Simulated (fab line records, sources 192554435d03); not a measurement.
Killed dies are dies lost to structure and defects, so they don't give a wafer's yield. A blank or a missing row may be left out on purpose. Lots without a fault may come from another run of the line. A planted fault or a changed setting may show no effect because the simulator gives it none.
Split-lot experiment | flow n5_finfet | 7 lots, 21 wafers read, on a route of 1938 steps

THE SPLIT
At N5_BEOL_M3_COAT_76 (time 60 s, resist thk 5 nm), the setting spin_rpm was moved away from the recipe's 1500 rpm on 5 of the 21 wafers read, by -6.2% to +10.9%. The other wafers ran this setting at the recipe's value.

FROM THE SPLIT TO THE READING: what the file shows between them, 3 steps
- N5_BEOL_M3_COAT_22: resist thk 30 nm
- N5_BEOL_M3_EBR_24
- N5_BEOL_M3_DESCUM_33: chemistry O2, time 7 s

THE READING
etch.depth_nm (the simulator's own value, which no gauge read), in nm, at N5_BEOL_M3_ETCH_77 (etches underlayer in N2/H2, target depth 6.5 nm, time 5.2 s). The file gives no usual value for it. The 16 wafers here that ran the recipe average 5.012 nm, standard deviation 0.0084 nm.

wafer  | tool, chamber at the split | spin_rpm as run, rpm | against the recipe | etch.depth_nm, nm | against lot-mates on the recipe
L075.2 | litho_track-04, 0          | 1500                 | recipe             | 5.016             | -
L075.3 | litho_track-04, 0          | 1500                 | recipe             | 5.016             | -
L075.6 | litho_track-04, 0          | 1500                 | recipe             | 5.017             | -
L076.1 | litho_track-01, 0          | 1407                 | -6.2%              | 5.172             | +0.154
L076.2 | litho_track-01, 0          | 1500                 | recipe             | 5.023             | -
L076.3 | litho_track-01, 0          | 1500                 | recipe             | 5.013             | -
L077.1 | litho_track-05, 0          | 1500                 | recipe             | 5.001             | -
L077.2 | litho_track-05, 0          | 1588                 | +5.9%              | 4.863             | -0.141
L077.3 | litho_track-05, 0          | 1500                 | recipe             | 5.006             | -
L083.3 | litho_track-01, 0          | 1664                 | +10.9%             | 4.75              | -0.260
L083.4 | litho_track-01, 0          | 1500                 | recipe             | 5.012             | -
L083.5 | litho_track-01, 0          | 1500                 | recipe             | 5.008             | -
L085.2 | litho_track-05, 0          | 1500                 | recipe             | 5.025             | -
L085.4 | litho_track-05, 0          | 1500                 | recipe             | 5.014             | -
L085.6 | litho_track-05, 0          | 1500                 | recipe             | 5.026             | -
L092.1 | litho_track-05, 0          | 1650                 | +10.0%             | 4.766             | -0.234
L092.3 | litho_track-05, 0          | 1500                 | recipe             | 4.998             | -
L092.6 | litho_track-05, 0          | 1500                 | recipe             | 5.002             | -
L096.3 | litho_track-04, 0          | 1500                 | recipe             | 5.015             | -
L096.4 | litho_track-04, 0          | 1500                 | recipe             | 5.002             | -
L096.5 | litho_track-04, 0          | 1616                 | +7.7%              | 4.839             | -0.169

THE FIT
A straight line over all 21 wafers: etch.depth_nm changes by -0.0243 nm for each +1% of spin_rpm; r = -1.00; the points scatter about the line by 0.0088 nm.
The same after taking each lot's own level away (the mean of its wafers on the recipe; 21 wafers): -0.0236 nm for each +1%; r = -1.00; scatter 0.005 nm.
On that fit, the largest move of spin_rpm shifts the reading by 0.26 nm.
The lots' own levels span 5.0000 to 5.0217 nm, that is 2.6 times the standard deviation above.
So the lot-to-lot level changes the slope little: the two slopes agree.
Check: with one of the wafers moved furthest among these (+10.9%) left out of the fit, the line predicts -0.255 nm for it against its lot-mates. It came out at -0.26 nm against them.

OTHER SPLITS ON THESE WAFERS
These wafers also went through other splits before the reading. Each is held against what the fit with the lots' levels taken away leaves over:
other split on the same wafers | wafers away from the commonest value | r with etch.depth_nm (lot level and that fit taken away)
N5_BEOL_M3_ETCH_64 time_s      | 8                                    | +0.26

THE WHOLE CHAIN: every reading that the file lists as answering this split, in the file's order
step               | what it does                                                | reading                                                        | change (the file's fit)                | r (the file's)
N5_BEOL_M3_ETCH_77 | etches underlayer in N2/H2, target depth 6.5 nm, time 5.2 s | etch_rf_on_time_s                                              | withheld for each +1% of the setting   | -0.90
N5_BEOL_M3_ETCH_77 | etches underlayer in N2/H2, target depth 6.5 nm, time 5.2 s | etch.depth_nm (the simulator's own value, which no gauge read) | -0.0235 nm for each +1% of the setting | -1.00

THE FILE'S OWN FIT
etch.depth_nm changes by -0.0235 nm for each +1% of spin_rpm, r = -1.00.
